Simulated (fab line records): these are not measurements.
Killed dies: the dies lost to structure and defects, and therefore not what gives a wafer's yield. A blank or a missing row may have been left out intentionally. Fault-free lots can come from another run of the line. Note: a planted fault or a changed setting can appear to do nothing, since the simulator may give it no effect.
Chamber matching + flow nand-harc + 3 sister chambers for NHARC_A_M1_PRE_CLEAN_32 on pecvd-04
The step time 12 s. 6 wafers are shown with their chamber, then 7 later ones without.

WAFERS, EACH WITH ITS CHAMBER
| wafer  | chamber | heater-power-w (W) | susceptor-temp-C (C) |
|--------|---------|--------------------|----------------------|
| L805.2 | 1       | 607                | 369.80               |
| L805.4 | 2       | 720                | 370.32               |
| L810.1 | 2       | 673                | 370.05               |
| L810.5 | 0       | 795                | 369.84               |
| L822.1 | 0       | 767                | 369.88               |
| L822.2 | 1       | 567                | 369.93               |

WAFERS WHOSE CHAMBER IS MISSING
| wafer  | heater-power-w (W) | susceptor-temp-C (C) |
|--------|--------------------|----------------------|
| L822.3 | 704                | 370.04               |
| L823.2 | 624                | 370.20               |
| L823.5 | 653                | 370.38               |
| L823.6 | 629                | 369.96               |
| L824.1 | 712                | 369.98               |
| L824.3 | 657                | 369.95               |
| L824.5 | 526                | 369.85               |

THE CHAMBER EACH PASSED THROUGH
| wafer  | from the rows above     | in truth |
|--------|-------------------------|----------|
| L822.3 | can't be placed: 2 or 0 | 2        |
| L823.2 | can't be placed: 2 or 1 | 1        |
| L823.5 | 2                       | 2        |
| L823.6 | can't be placed: 1 or 2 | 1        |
| L824.1 | can't be placed: 2 or 0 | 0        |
| L824.3 | can't be placed: 2 or 1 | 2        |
| L824.5 | 1                       | 1        |
Correctly placed: 2 of 7. Cannot be placed on the basis of these rows: 5; the candidates contain the true chamber in 5. Wrongly placed: 0.
How it was worked out, from the rows above alone: a wafer's distance from a chamber is the root of the sum, over the readings, of the square of ((its reading less the chamber's mean) divided by the reading's scatter). The wafer belongs to the nearest chamber; if the next one is less than 2 further off, it can't be placed. Each chamber's mean is taken over the wafers shown for it. How the scatter is found: for the shown wafers, subtract from each reading the mean of its chamber, square and add these, divide the total by (wafers less chambers), then take the root.
